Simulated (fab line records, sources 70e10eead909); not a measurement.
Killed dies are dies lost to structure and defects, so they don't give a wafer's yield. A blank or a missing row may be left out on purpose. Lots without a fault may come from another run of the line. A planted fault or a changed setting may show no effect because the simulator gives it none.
Chamber matching | flow nand_harc | NHARC_P_GATE_DESCUM_48 on rie_diel-02: 4 sister chambers
The step chemistry O2, time 3 s. 16 wafers are shown with their chamber, then 8 later ones without.

WAFERS WITH THEIR CHAMBER
wafer  | chamber | drypump_motor_current_A (A) | oes_product_au (a.u.) | throttle_valve_pct (%)
L477.2 | 0       | 5.4                         | 0.999                 | 11.303
L477.3 | 2       | 5.4                         | 0.990                 | 11.320
L477.5 | 1       | 6.2                         | 1.001                 | 11.315
L480.2 | 0       | 5.4                         | 1.012                 | 11.317
L480.4 | 2       | 5.4                         | 0.988                 | 11.315
L480.6 | 1       | 6.3                         | 1.008                 | 11.312
L483.3 | 0       | 5.4                         | 0.998                 | 11.327
L483.4 | 2       | 5.4                         | 0.987                 | 11.318
L483.6 | 2       | 5.4                         | 0.994                 | 11.308
L487.3 | 1       | 6.3                         | 0.983                 | 11.325
L487.4 | 2       | 5.4                         | 0.989                 | 11.319
L487.6 | 0       | 5.4                         | 0.988                 | 11.303
L490.3 | 2       | 5.4                         | 1.000                 | 11.315
L490.4 | 3       | 5.3                         | 1.013                 | 11.302
L490.6 | 1       | 6.3                         | 0.996                 | 11.315
L494.3 | 0       | 5.4                         | 1.010                 | 11.320

SIGNATURES (means of the wafers above)
reading                 | chamber 0 | chamber 1 | chamber 2 | chamber 3 | scatter within a chamber
drypump_motor_current_A | 5.400     | 6.275     | 5.400     | 5.300     | 0.025
oes_product_au          | 1.00140   | 0.99700   | 0.99133   | 1.01300   | 0.00835
throttle_valve_pct      | 11.31400  | 11.31675  | 11.31583  | 11.30200  | 0.00735
Rule: a wafer's distance from a chamber is the root of the sum, over the readings, of the square of ((its reading less the chamber's mean) divided by the reading's scatter). The wafer belongs to the nearest chamber; if the next one is less than 2 further off, it can't be placed. The scatter: the root of (the sum of the squares of (reading less its chamber's mean) over the shown wafers, divided by (wafers less chambers)).

WAFERS WITHOUT THEIR CHAMBER
wafer  | drypump_motor_current_A (A) | oes_product_au (a.u.) | throttle_valve_pct (%)
L494.4 | 6.3                         | 0.998                 | 11.310
L494.5 | 5.4                         | 0.997                 | 11.321
L496.1 | 5.4                         | 1.001                 | 11.315
L496.5 | 5.4                         | 1.013                 | 11.311
L496.6 | 5.3                         | 1.004                 | 11.338
L499.2 | 5.4                         | 1.000                 | 11.321
L499.4 | 6.3                         | 1.006                 | 11.304
L499.5 | 5.3                         | 1.014                 | 11.310

WHICH CHAMBER EACH WENT THROUGH
wafer  | from the rows above          | in truth
L494.4 | 1                            | 1
L494.5 | can't be placed: 2 or 0      | 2
L496.1 | can't be placed: 0 or 2      | 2
L496.5 | can't be placed: 0 or 2      | 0
L496.6 | can't be placed: 3 or 0 or 2 | 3
L499.2 | can't be placed: 0 or 2      | 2
L499.4 | 1                            | 1
L499.5 | 3                            | 3
Placed correctly: 3 of 8. Can't be placed from these rows: 5 (the true chamber is among the candidates in 5). Placed wrongly: 0.
